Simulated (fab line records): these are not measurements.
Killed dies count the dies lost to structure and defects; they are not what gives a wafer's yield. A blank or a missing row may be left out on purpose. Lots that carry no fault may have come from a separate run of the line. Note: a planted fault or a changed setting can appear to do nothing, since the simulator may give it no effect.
Chamber matching || flow nandHarc || NHARC_P_M1_CMP_23 on cmp-02 has 4 sister chambers
The step polishes, t overpolish 20 s, target thk 157.82 nm. 4 wafers are shown with their chamber, then 9 later ones without.

WAFERS WITH THEIR CHAMBER
{"wafer": "L087.1", "chamber": 3, "motorCurrentA (A)": 9.9}
{"wafer": "L087.3", "chamber": 2, "motorCurrentA (A)": 13.2}
{"wafer": "L089.2", "chamber": 1, "motorCurrentA (A)": 12.1}
{"wafer": "L089.5", "chamber": 0, "motorCurrentA (A)": 11.4}

WAFERS WITHOUT THEIR CHAMBER
{"wafer": "L090.2", "motorCurrentA (A)": 12.8}
{"wafer": "L090.4", "motorCurrentA (A)": 11.8}
{"wafer": "L090.5", "motorCurrentA (A)": 11.3}
{"wafer": "L093.1", "motorCurrentA (A)": 12.1}
{"wafer": "L093.2", "motorCurrentA (A)": 12.9}
{"wafer": "L093.5", "motorCurrentA (A)": 11.2}
{"wafer": "L096.1", "motorCurrentA (A)": 10.6}
{"wafer": "L096.4", "motorCurrentA (A)": 13.4}
{"wafer": "L096.6", "motorCurrentA (A)": 11.9}

EACH ONE'S CHAMBER
{"wafer": "L090.2", "from the rows above": "can't be placed: 2 or 1", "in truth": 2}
{"wafer": "L090.4", "from the rows above": "can't be placed: 1 or 0", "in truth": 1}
{"wafer": "L090.5", "from the rows above": 0, "in truth": 0}
{"wafer": "L093.1", "from the rows above": 1, "in truth": 1}
{"wafer": "L093.2", "from the rows above": "can't be placed: 2 or 1", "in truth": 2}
{"wafer": "L093.5", "from the rows above": 0, "in truth": 0}
{"wafer": "L096.1", "from the rows above": "can't be placed: 3 or 0", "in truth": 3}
{"wafer": "L096.4", "from the rows above": 2, "in truth": 2}
{"wafer": "L096.6", "from the rows above": "can't be placed: 1 or 0", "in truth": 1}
Correct placement for 4 of the 9. From these rows, 5 cannot be placed; in 5 the true chamber is one of the candidates. 0 placed wrongly.
How it was worked out, from the rows above alone: a wafer's distance from a chamber is the root of the sum, over the readings, of the square of ((its reading less the chamber's mean) divided by the reading's scatter). If the next closest chamber is less than 2 further off than the closest, the wafer can't be placed; otherwise it belongs to the closest. A chamber's mean is the mean of its shown wafers. The scatter: with one shown wafer a chamber, the root of the mean of the squares of how far each hidden wafer lies from its nearest shown one.
